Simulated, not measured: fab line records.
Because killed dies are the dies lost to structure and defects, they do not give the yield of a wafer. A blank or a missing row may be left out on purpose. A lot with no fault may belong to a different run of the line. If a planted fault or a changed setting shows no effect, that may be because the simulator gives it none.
Which tool was responsible? ; flow nandHarc ; 24 lots, 72 wafers sampled, at 5 steps of a route of 1159

== WHAT EACH GAUGE READ, for each wafer ==
NHARC_P_CONTACT_CD_MEAS_12: the cd target is 90 nm.
lot;measured;on;cdNm (nm)
L074;day 5 16:35;cdSem-01;89.7 90.3 90.0
L075;day 6 00:35;cdSem-02;90.8 90.2 91.1
L076;day 5 23:16;cdSem-03;89.2 89.2 89.3
L077;day 6 05:57;cdSem-02;91.5 90.3 90.6
L078;day 6 16:59;cdSem-03;91.1 90.4 90.4
L079;day 6 19:46;cdSem-03;89.9 89.8 89.1
L080;day 7 01:05;cdSem-01;90.9 89.6 89.1
L081;day 7 00:28;cdSem-02;90.9 90.4 90.1
L082;day 7 17:41;cdSem-03;89.9 89.5 90.7
L083;day 7 17:20;cdSem-01;89.4 91.1 91.0
L084;day 8 03:24;cdSem-03;90.5 89.7 89.7
L085;day 8 02:40;cdSem-02;89.8 90.3 89.2
L086;day 8 18:30;cdSem-01;89.0 90.5 89.7
L087;day 8 18:56;cdSem-01;91.5 91.2 91.3
L088;day 9 05:03;cdSem-02;89.2 89.5 89.7
L089;day 9 11:44;cdSem-02;89.4 89.9 89.5
L090;day 9 12:49;cdSem-03;89.7 88.6 89.3
L091;day 9 20:58;cdSem-03;90.6 89.7 90.5
L092;day 10 06:56;cdSem-02;88.7 89.6 88.6
L093;day 10 08:53;cdSem-02;90.8 90.3 89.9
L094;day 10 14:50;cdSem-02;89.4 90.0 90.1
L095;day 10 20:07;cdSem-02;89.8 89.7 90.3
L096;day 11 02:00;cdSem-02;90.0 90.1 90.8
L097;day 11 20:09;cdSem-01;90.0 90.5 90.9

NHARC_P_CONTACT_INSPECT_14.
lot;measured;on;rawDefectCount
L074;day 5 16:43;defectInspect-01;5 3 3
L075;day 6 00:43;defectInspect-02;2 3 7
L076;day 5 23:23;defectInspect-01;6 3 0
L077;day 6 06:04;defectInspect-01;2 3 3
L078;day 6 17:07;defectInspect-01;5 3 7
L079;day 6 19:53;defectInspect-02;3 4 4
L080;day 7 01:13;defectInspect-02;3 3 7
L081;day 7 00:35;defectInspect-01;3 3 6
L082;day 7 17:48;defectInspect-02;11 4 13
L083;day 7 17:28;defectInspect-01;3 8 4
L084;day 8 03:32;defectInspect-01;4 3 1
L085;day 8 02:47;defectInspect-02;8 4 4
L086;day 8 18:37;defectInspect-01;3 5 4
L087;day 8 19:03;defectInspect-01;2 4 2
L088;day 9 05:11;defectInspect-02;10 8 4
L089;day 9 11:52;defectInspect-01;4 0 4
L090;day 9 12:57;defectInspect-01;2 1 7
L091;day 9 21:05;defectInspect-01;6 9 4
L092;day 10 07:03;defectInspect-02;3 3 2
L093;day 10 09:01;defectInspect-02;6 6 4
L094;day 10 14:58;defectInspect-02;5 4 2
L095;day 10 20:14;defectInspect-01;2 5 6
L096;day 11 02:07;defectInspect-02;3 6 10
L097;day 11 20:17;defectInspect-01;6 1 2

NHARC_P_CONTACT_CD_MEAS_19.
lot;measured;on;cdNm (nm)
L074;day 5 17:38;cdSem-01;90.8 88.7 88.4
L075;day 6 01:38;cdSem-01;87.6 89.9 90.2
L076;day 6 00:19;cdSem-02;86.4 89.5 87.6
L077;day 6 07:00;cdSem-02;93.4 91.5 92.7
L078;day 6 18:07;cdSem-01;89.6 93.7 89.0
L079;day 6 20:49;cdSem-03;89.0 90.2 89.6
L080;day 7 02:09;cdSem-03;94.4 90.7 91.9
L081;day 7 01:32;cdSem-03;89.7 87.7 87.8
L082;day 7 18:46;cdSem-02;92.6 89.0 92.2
L083;day 7 18:24;cdSem-03;87.1 92.6 91.5
L084;day 8 04:46;cdSem-03;90.9 91.5 91.3
L085;day 8 03:43;cdSem-03;88.7 85.9 86.8
L086;day 8 19:42;cdSem-01;91.8 93.1 89.2
L087;day 8 20:02;cdSem-03;89.6 87.6 86.6
L088;day 9 06:07;cdSem-03;89.7 90.8 90.6
L089;day 9 12:48;cdSem-02;90.4 91.4 90.6
L090;day 9 13:58;cdSem-03;93.1 88.6 91.2
L091;day 9 22:01;cdSem-01;91.9 93.2 92.9
L092;day 10 07:59;cdSem-03;88.0 89.2 88.8
L093;day 10 10:04;cdSem-01;88.3 91.1 89.7
L094;day 10 15:54;cdSem-01;88.7 89.5 88.0
L095;day 10 21:19;cdSem-02;90.4 89.1 88.0
L096;day 11 03:13;cdSem-03;88.9 88.9 88.6
L097;day 11 21:13;cdSem-03;92.3 89.4 92.5

== TOOL THAT RAN EACH LOT (tool first, then ch and the chambers of the sampled wafers, then the start) ==
lot;NHARC_P_ZERO_WELL_DESCUM_39;NHARC_P_ZERO_WELL_RTA_42
L074;rieDiel-07 ch 0,1,2, day 1 16:18;rtpAnneal-02 ch 0, day 1 18:57
L075;rieDiel-07 ch 0,1,2, day 1 22:40;rtpAnneal-02 ch 0, day 2 01:22
L076;rieDiel-07 ch 2,3, day 2 04:51;rtpAnneal-01 ch 0, day 2 07:27
L077;rieDiel-11 ch 0,1, day 2 10:14;rtpAnneal-01 ch 0, day 2 12:44
L078;rieDiel-07 ch 1,2,3, day 2 16:16;rtpAnneal-01 ch 0, day 2 19:08
L079;rieDiel-07 ch 0,1,2, day 2 22:17;rtpAnneal-01 ch 0, day 3 00:48
L080;rieDiel-01 ch 0,2,3, day 3 04:22;rtpAnneal-02 ch 0, day 3 07:19
L081;rieDiel-11 ch 0,1,2, day 3 10:25;rtpAnneal-01 ch 0, day 3 12:54
L082;rieDiel-11 ch 1,2,3, day 3 16:28;rtpAnneal-01 ch 0, day 3 19:13
L083;rieDiel-01 ch 0,2,3, day 3 22:10;rtpAnneal-01 ch 0, day 4 00:38
L084;rieDiel-11 ch 0,2,3, day 4 04:10;rtpAnneal-01 ch 0, day 4 06:51
L085;rieDiel-07 ch 0,3, day 4 10:25;rtpAnneal-02 ch 0, day 4 13:08
L086;rieDiel-07 ch 0,2,3, day 4 16:17;rtpAnneal-01 ch 0, day 4 19:00
L087;rieDiel-01 ch 0,2, day 4 22:25;rtpAnneal-02 ch 0, day 5 01:12
L088;rieDiel-07 ch 0,1,3, day 5 04:20;rtpAnneal-02 ch 0, day 5 07:07
L089;rieDiel-07 ch 2,3, day 5 10:26;rtpAnneal-01 ch 0, day 5 13:02
L090;rieDiel-07 ch 0,1,3, day 5 16:10;rtpAnneal-01 ch 0, day 5 18:45
L091;rieDiel-01 ch 2,3, day 5 22:28;rtpAnneal-01 ch 0, day 6 01:25
L092;rieDiel-07 ch 2,3, day 6 04:17;rtpAnneal-02 ch 0, day 6 06:53
L093;rieDiel-01 ch 2,3, day 6 10:16;rtpAnneal-01 ch 0, day 6 12:47
L094;rieDiel-07 ch 0,1,2, day 6 16:24;rtpAnneal-01 ch 0, day 6 19:11
L095;rieDiel-07 ch 0,1,3, day 6 22:35;rtpAnneal-02 ch 0, day 7 01:22
L096;rieDiel-11 ch 0,3, day 7 04:19;rtpAnneal-02 ch 0, day 7 07:19
L097;rieDiel-01 ch 0,1,2, day 7 10:13;rtpAnneal-01 ch 0, day 7 13:06
- NHARC_P_ZERO_WELL_DESCUM_39: chemistry O2, time 3 s.
- NHARC_P_ZERO_WELL_RTA_42: time 300 s.

== AS READ BY THE TOOLS THEMSELVES (means over the sampled wafers that have a number; for cases with no such wafer, the mark the record gives instead) ==
NHARC_P_ZERO_WELL_DESCUM_39.
lot;tool;chamberPressureMTorr (mTorr);drypumpMotorCurrentA (A);oesProductAu (a.u.);rfVppV (V);showerheadPlenumPTorr (Torr);throttleValvePct (%)
L074;rieDiel-07;60.07;5.4;1.002;58.6;1.99;11.317
L075;rieDiel-07;60.00;5.4;1.000;57.0;1.99;11.307
L076;rieDiel-07;60.01;6.1;1.002;58.0;1.93;11.318
L077;rieDiel-11;60.01;6.0;0.998;58.0;1.97;11.321
L078;rieDiel-07;60.01;5.7;0.998;57.8;1.98;11.318
L079;rieDiel-07;60.00;5.4;0.991;57.6;1.99;11.318
L080;rieDiel-01;60.00;5.9;0.997;58.6;1.92;11.313
L081;rieDiel-11;60.01;6.2;1.005;57.7;1.94;11.316
L082;rieDiel-11;59.99;6.1;0.994;58.4;1.94;11.315
L083;rieDiel-01;60.03;5.9;1.005;58.6;1.92;11.314
L084;rieDiel-11;59.98;6.1;1.004;58.1;1.95;11.316
L085;rieDiel-07;59.96;6.1;0.995;57.9;1.93;11.309
L086;rieDiel-07;60.04;5.8;1.003;57.3;1.94;11.317
L087;rieDiel-01;60.00;6.0;1.000;57.0;1.87;11.310
L088;rieDiel-07;60.03;5.7;1.004;58.5;1.97;11.314
L089;rieDiel-07;59.96;5.9;1.000;58.2;1.95;11.310
L090;rieDiel-07;60.05;5.6;0.994;57.8;1.97;11.315
L091;rieDiel-01;59.96;5.8;1.004;58.5;1.98;11.304
L092;rieDiel-07;60.00;6.1;0.998;58.0;1.93;11.313
L093;rieDiel-01;59.95;5.9;1.002;57.7;1.98;11.311
L094;rieDiel-07;60.03;5.4;1.005;58.3;1.98;11.306
L095;rieDiel-07;60.05;5.6;0.995;58.3;1.97;11.323
L096;rieDiel-11;60.00;5.9;0.997;57.7;1.98;11.306
L097;rieDiel-01;60.01;6.1;1.003;57.8;1.95;11.314

NHARC_P_ZERO_WELL_RTA_42.
lot;tool;lampPowerPct (%);wafer_temp_C_max
L074;rtpAnneal-02;38.0;1107.0
L075;rtpAnneal-02;37.9;1104.7
L076;rtpAnneal-01;41.2;1107.1
L077;rtpAnneal-01;41.1;1108.9
L078;rtpAnneal-01;41.2;1107.1
L079;rtpAnneal-01;41.2;1108.7
L080;rtpAnneal-02;37.9;1105.9
L081;rtpAnneal-01;41.3;1109.1
L082;rtpAnneal-01;41.1;1107.7
L083;rtpAnneal-01;41.2;1106.5
L084;rtpAnneal-01;41.1;1107.4
L085;rtpAnneal-02;38.0;1105.3
L086;rtpAnneal-01;41.1;1106.3
L087;rtpAnneal-02;37.9;1106.7
L088;rtpAnneal-02;37.9;1106.8
L089;rtpAnneal-01;41.2;1105.9
L090;rtpAnneal-01;41.2;1107.0
L091;rtpAnneal-01;41.2;1106.7
L092;rtpAnneal-02;37.9;1105.5
L093;rtpAnneal-01;41.2;1107.5
L094;rtpAnneal-01;41.2;1107.2
L095;rtpAnneal-02;37.9;1105.9
L096;rtpAnneal-02;38.0;1106.6
L097;rtpAnneal-01;41.1;1107.3

== THE ANSWER, worked out from the rows above alone ==
Rule: the lots themselves supply what counts as usual. The widest of any qualifying gaps counts: lots, ordered by their means at a reading, are off when they make up no more than a third of the lots, leave a main group of 4 or more, and stand apart from it by 3 or more times the standard deviation of that group's means. If all means in a main group match to the digits the tables above print for the reading, that group is not used. A lot without any number at a reading at which 4 lots or more have one is off too. Any other lot the step has rows for is counted as sound. The gauges are gone through in route order, then the tools' own readings, and for those a lot's mean is taken as printed above. At the first step where some lot is off, the reading lying furthest off is the one used; lots without a number count as furthest.
No lot is off at any reading shown: from this, nothing can be told.

== WHAT THE SIMULATOR HAD INSERTED ==
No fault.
